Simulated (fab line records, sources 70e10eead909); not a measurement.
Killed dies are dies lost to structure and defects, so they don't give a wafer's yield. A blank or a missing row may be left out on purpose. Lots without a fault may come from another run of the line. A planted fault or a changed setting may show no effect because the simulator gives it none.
Chamber matching | flow nand_harc | NHARC_P_M1_DESCUM_14 on rie_diel-12: 4 sister chambers
The step chemistry O2, time 3 s. 4 wafers are shown with their chamber, then 12 later ones without.

WAFERS WITH THEIR CHAMBER
wafer  | chamber | drypump_motor_current_A (A)
L084.5 | 0       | 5.1
L086.5 | 2       | 6.2
L087.4 | 1       | 6.2
L087.6 | 3       | 6.5

WAFERS WITHOUT THEIR CHAMBER
wafer  | drypump_motor_current_A (A)
L089.3 | 5.1
L089.4 | 6.5
L089.6 | 6.5
L090.1 | 6.2
L090.2 | 5.1
L090.6 | 6.5
L091.1 | 6.1
L091.2 | 6.2
L091.3 | 6.5
L096.2 | 6.2
L096.4 | 5.1
L096.5 | 6.2

WHICH CHAMBER EACH WENT THROUGH
wafer  | from the rows above     | in truth
L089.3 | 0                       | 0
L089.4 | 3                       | 3
L089.6 | 3                       | 3
L090.1 | can't be placed: 1 or 2 | 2
L090.2 | 0                       | 0
L090.6 | 3                       | 3
L091.1 | can't be placed: 1 or 2 | 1
L091.2 | can't be placed: 1 or 2 | 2
L091.3 | 3                       | 3
L096.2 | can't be placed: 1 or 2 | 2
L096.4 | 0                       | 0
L096.5 | can't be placed: 1 or 2 | 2
Placed correctly: 7 of 12. Can't be placed from these rows: 5 (the true chamber is among the candidates in 5). Placed wrongly: 0.
How it was worked out, from the rows above alone: a wafer's distance from a chamber is the root of the sum, over the readings, of the square of ((its reading less the chamber's mean) divided by the reading's scatter). The wafer belongs to the nearest chamber; if the next one is less than 2 further off, it can't be placed. A chamber's mean is the mean of its shown wafers. The scatter: with one shown wafer a chamber, the root of the mean of the squares of how far each hidden wafer lies from its nearest shown one.
